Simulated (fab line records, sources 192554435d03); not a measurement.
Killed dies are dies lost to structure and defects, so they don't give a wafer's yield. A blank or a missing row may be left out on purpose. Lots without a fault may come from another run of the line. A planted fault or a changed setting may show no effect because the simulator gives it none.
A struck lot beside a sound one | flow n5_finfet | 14 steps out of a route of 1938
Sound: wafers L316.2, L316.4, L316.6. Struck: wafers L333.4, L333.6. (L333.5 of the same lot was not struck and is left out.) The cause comes at the end.
At each step with rows: each side's tool, then ch and its chambers, then its first start. Under that, the readings that differ: sound wafers | struck wafers | difference of the means | sigmas: that difference in standard deviations of wafers without a fault.
alike: readings whose means differ by less than 2 such deviations, and words and numbers that are the same on both sides. not compared: withheld readings, readings that some wafer has no value for, bounds like >300 that may hide the same value, and numbers for which the record gives no deviation and whose values overlap.
The two part at a step that has a row with sigmas, a row that says differs or no value, or rows on one side only. Numbers that don't overlap but have no deviation are shown without sigmas and don't part them. A reading that every wafer of one side lacks parts them only if that side has two wafers or more.

first, 1 step without rows for these wafers: N5_SD_EPI_P_SRD_25 (time 30 s).
N5_SD_EPI_P_INSPECT_26: inspects for defects (darkfield).
  sound on defect_inspect-01, day 3 15:38; struck on defect_inspect-01, day 7 17:37
  alike: raw_defect_count
N5_SD_ACTIVATION_RTA_00: time 0 s.
  sound on rtp_anneal-02 ch 0, day 3 15:44; struck on rtp_anneal-02 ch 0, day 7 17:44
  alike: lamp_power_pct, lamp_zone_1_pct, wafer_temp_C_max
N5_SD_ACTIVATION_LSA_01: time 0.0008 s.
  sound on laser_anneal-01 ch 0, day 3 15:56; struck on laser_anneal-01 ch 0, day 7 17:56
  alike: wafer_temp_C_max
N5_SD_ACTIVATION_RS_MEAS_03: measures by four-point-probe.
  sound on film_metro-01, day 3 16:08; struck on film_metro-02, day 7 18:07
  alike: RS_SD_N, RS_SD_P
N5_SD_ACTIVATION_INSPECT_02: inspects for defects (darkfield).
  sound on defect_inspect-01, day 3 16:26; struck on defect_inspect-02, day 7 18:24
  alike: raw_defect_count
N5_ILD0_LINER_00: material SiNx, target thk 4 nm, pulse time 1 s, purge time 2 s.
  sound on ald_sin-03 ch 0,3, day 3 16:28; struck on ald_sin-04 ch 3, day 7 18:26
  alike: heater_power_w, precursor_pulse_height_rel
then, 2 steps without rows for these wafers: N5_ILD0_FCVD_FILL_01 (material SiO2 flowable, target thk 200 nm, time 328.3 s); N5_ILD0_CURE_02 (time 1800 s).
N5_ILD0_CMP_03: polishes, stops on SiNx, t overpolish 1.9 s, target thk 197.38 nm.
  sound on cmp-03 ch 0,3, day 3 18:51; struck on cmp-03 ch 0, day 7 20:48
  alike: edge_zone_pressure_frac, head_pressure_psi, motor_current_A, overpolish_run_s, time_to_endpoint_s
N5_ILD0_THK_MEAS_04:
  sound on film_metro-02, day 3 19:08; struck on film_metro-02, day 7 21:05
  alike: thk_nm
N5_ILD0_CMP_07: polishes SiO2 flowable, stops on poly-Si, t overpolish 1.18 s, target thk 138.88 nm.
  sound on cmp-01 ch 0,2,3, day 3 19:15; struck on cmp-02 ch 0, day 7 21:07
  reading                 | sound             | struck      | difference | sigmas
  head_pressure_psi (psi) | 4.166 4.145 4.163 | 3.819 3.815 | -0.341     | -38
  motor_current_A (A)     | 11.4 11.6 14.3    | 9.5 9.5     | -2.9       | -2
  alike: edge_zone_pressure_frac
N5_ILD0_THK_MEAS_08:
  sound on film_metro-01, day 3 19:28; struck on film_metro-01, day 7 21:25
  reading     | sound             | struck      | difference | sigmas
  thk_nm (nm) | 138.7 140.4 139.5 | 138.0 136.1 | -2.5       | -2
-- the record jumps here: 6 days lie between the struck wafers' starts before and after (it left off in module ILD0 and takes up again in module BEOL_M4, whose first step shown is number 1111 of the route) --
N5_BEOL_M4_RC_MEAS_101:
  sound on prober-02 ch 0, day 7 18:35; struck on prober-01 ch 0, day 14 01:52
  alike: DIBL_N, DIBL_P, IOFF_N, IOFF_P, ION_N, ION_P, SS_N, SS_P, VT_N, VT_P

WHERE THEY PART
First at N5_ILD0_CMP_07; last, within this record, at N5_ILD0_THK_MEAS_08. Later steps at which nothing parts them and some readings are alike: N5_BEOL_M4_RC_MEAS_101.

WHY: what the simulator had put in
Process parameter drift: cmp-02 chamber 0, from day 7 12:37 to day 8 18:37, at N5_ILD0_CMP_07. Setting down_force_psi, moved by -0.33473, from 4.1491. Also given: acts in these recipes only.
